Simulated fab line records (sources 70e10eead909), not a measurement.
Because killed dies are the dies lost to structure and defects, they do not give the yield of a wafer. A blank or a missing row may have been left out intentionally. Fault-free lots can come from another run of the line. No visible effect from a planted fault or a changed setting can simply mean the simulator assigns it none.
A struck lot beside a sound one | flow nandHarc | 16 steps out of a route of 1302
Sound: these wafers, L738.1, L738.3, L738.4. Struck: wafer L751.6 (left out: L751.4, a lot-mate that was not struck); the cause follows at the end.
Order at every step that has rows: each side's tool, ch and its chambers, its first start. Under that, the readings that differ: sound wafers | struck wafers | difference of the means | sigmas: that difference in standard deviations of wafers without a fault.
alike: same words and numbers on both sides, and readings whose means sit less than 2 such deviations apart. not compared: any withheld reading, any reading some wafer has no value for, any bound like >300 that may hide the same value, and any number with overlapping values for which the record gives no deviation.
A row with sigmas, a row that says differs or no value, or rows on one side alone: a step with any of these is where the two part. Numbers that don't overlap but have no deviation are shown without sigmas and don't part them. A reading missing from all wafers of one side parts the sides only when that side holds two or more wafers.

first, 1 step without rows for these wafers: NHARC_A_DECK1_JOINT_SRD_15.
NHARC_A_DECK1_JOINT_DEP_16: deposits SiO2, target thk 45 nm.
  sound on pecvd-03 ch 0,1, day 13 03:20; struck on pecvd-04 ch 1, day 18 20:33
reading              | sound          | struck | difference | sigmas
throttleValvePct (%) | 15.3 16.4 15.2 | 17.1   | +1.5       | +2
  alike: heaterPowerW
  not compared: sinceWetCleanH
NHARC_A_DECK1_JOINT_THK_MEAS_17: measures by ellipsometry.
  sound on filmMetro-02, day 13 03:37; struck on filmMetro-01, day 18 20:44
  alike: thkNm
NHARC_A_DECK1_JOINT_INSPECT_05:
  sound on defectInspect-02, day 13 03:39; struck on defectInspect-02, day 18 20:47
  alike: rawDefectCount
after that, 1 step with no rows for these wafers: NHARC_A_ONON_D2_DEP_00 (target thk 1000 nm).
NHARC_A_ONON_D2_THK_MEAS_02: measures by ellipsometry.
  sound on filmMetro-01, day 13 04:13; struck on filmMetro-01, day 18 21:21
  alike: thkNm
after that, 1 step with no rows for these wafers: NHARC_A_ONON_D2_DEP_03 (target thk 1000 nm).
NHARC_A_ONON_D2_THK_MEAS_05: measures by ellipsometry.
  sound on filmMetro-02, day 13 04:49; struck on filmMetro-02, day 18 21:55
reading    | sound       | struck | difference | sigmas
thkNm (nm) | 998 999 997 | 1027   | +29        | +3
after that, 1 step with no rows for these wafers: NHARC_A_ONON_D2_DEP_06 (target thk 1000 nm).
NHARC_A_ONON_D2_THK_MEAS_08: measures by ellipsometry.
  sound on filmMetro-02, day 13 05:23; struck on filmMetro-01, day 18 22:29
  alike: thkNm
after that, 1 step with no rows for these wafers: NHARC_A_ONON_D2_DEP_09 (target thk 1000 nm).
NHARC_A_ONON_D2_THK_MEAS_11: measures by ellipsometry.
  sound on filmMetro-01, day 13 05:57; struck on filmMetro-01, day 18 23:03
  alike: thkNm
NHARC_A_ONON_D2_DEP_12: target thk 1000 nm.
  sound on pecvdOnon-02 ch 0, day 13 06:01; struck on pecvdOnon-02 ch 0, day 18 23:17
  alike: n2oFlowSccm
NHARC_A_ONON_D2_THK_MEAS_14: measures by ellipsometry.
  sound on filmMetro-02, day 13 06:31; struck on filmMetro-01, day 18 23:37
reading    | sound       | struck | difference | sigmas
thkNm (nm) | 993 992 992 | 669    | -323       | -27
then, 1 step without rows for these wafers: NHARC_A_ONON_D2_ANNEAL_15 (time 3600 s).
-- record jumps: 12 days between struck wafers' starts before vs after; left off in module A_ONON_D2, resumes in module END, first step shown is number 1302 of the route --
NHARC_END_SORT_01:
  only the struck wafers appear in the record here, on prober-01 ch 0 at day 31 07:29; the sound ones have no rows

## WHERE THEY PART
First at NHARC_A_DECK1_JOINT_DEP_16; last, within this record, at NHARC_END_SORT_01.

WHY: what had been put in by the simulator
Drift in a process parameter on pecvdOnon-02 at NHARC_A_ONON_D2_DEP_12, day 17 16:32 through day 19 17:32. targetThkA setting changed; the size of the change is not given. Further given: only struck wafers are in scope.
